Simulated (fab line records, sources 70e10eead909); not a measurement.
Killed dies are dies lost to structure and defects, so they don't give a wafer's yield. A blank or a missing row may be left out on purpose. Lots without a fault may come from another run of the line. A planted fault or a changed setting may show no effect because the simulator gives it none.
Problem report in the 8D (eight disciplines) form, filled by code | flow nand_harc | the parts of the form that need people (team, actions taken, sign-off) are left out

1. THE PROBLEM
killed_at_array at NHARC_END_SORT_01 reads a mean of 673 on 4 wafers of 2 lots; wafers without a fault read 56 with a standard deviation of 19. That is +32 standard deviations from the usual mean.
First seen on wafer L888.4, day 27 16:26, on prober-02. The record holds 39 wafers of 13 lots with a number at this step. Rule for "out", or "out of limits": more than 4 standard deviations from the usual mean. The other wafers with a number count as sound.

2. WHAT IT IS AND WHAT IT IS NOT
question                    | is                             | is not
which readings at this step | killed_at_array, killed_dies   | killed_at_periphery, killed_open, killed_short
which lots                  | L888, L889                     | L883, L884, L885, L886, L890, L897, L898, L900, L901, L902, L903
which wafers of those lots  | L888.4, L888.5, L889.4, L889.6 | L888.3, L889.3
read on which gauges        | prober-01, prober-02           | -
when                        | from day 27 16:26              | up to then (10 sound wafers); but 25 sound wafers of L886, L889, L890, L897, L898, L900, L901, L902, L903 came after

3. SUSPECTS, AND WHAT RULES EACH OUT
Counting: a tool at a process step up to the reading stays a suspect if it ran every lot that is out. Sound lots after the first of them don't rule it out here, since some wafers of a struck lot are sound.
- the gauge at NHARC_END_SORT_01: ruled out. The wafers that are out were read on 2 gauges (prober-01, prober-02).
- ald_metal-01 at NHARC_A_WL_FILL_ALD_19 (deposits TiN, target thk 2 nm, pulse time 3 s, ald cycles 100): kept. It ran every lot that is out, first L888 (day 24 12:02); its last sound lot up to then is L885 (day 23 08:23).
Left after counting: ald_metal-01 at NHARC_A_WL_FILL_ALD_19.

4. THE CAUSE (what the simulator had put in)
Process parameter drift: ald_metal-01, from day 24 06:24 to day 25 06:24, at NHARC_A_WL_FILL_ALD_19. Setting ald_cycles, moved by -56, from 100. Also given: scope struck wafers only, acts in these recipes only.
Counting left only this tool.

5. THE CHAIN OF EFFECTS, in route order
Each row: a reading whose mean over the struck wafers that have a number lies more than 3 standard deviations from the usual. Only readings for which the record gives a usual standard deviation are gone through. hours: the time from each lot's start at the first step in this table that gives one to its start at this step, as a median over the lots. sigmas: the change in usual standard deviations.
hours | step              | reading         | usual | on struck wafers | change | sigmas
0     | NHARC_END_SORT_01 | killed_at_array | 56    | 673              | +617   | +32
0     | NHARC_END_SORT_01 | killed_dies     | 61    | 677              | +616   | +32

6. WHAT WOULD HAVE CAUGHT IT SOONER
In this record the first reading out of limits at a measuring or inspecting step was taken at day 27 16:26, 82 hours after the fault began at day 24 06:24.
Of the tool readings at NHARC_A_WL_FILL_ALD_19 for which the record gives a usual standard deviation, none was out on any struck wafer, so an alarm limit of 4 standard deviations on them would not have fired.
All the lots that are out (2) had begun NHARC_A_WL_FILL_ALD_19 on ald_metal-01 by day 27 16:26. A hold on the tool at that time would have spared none of them.
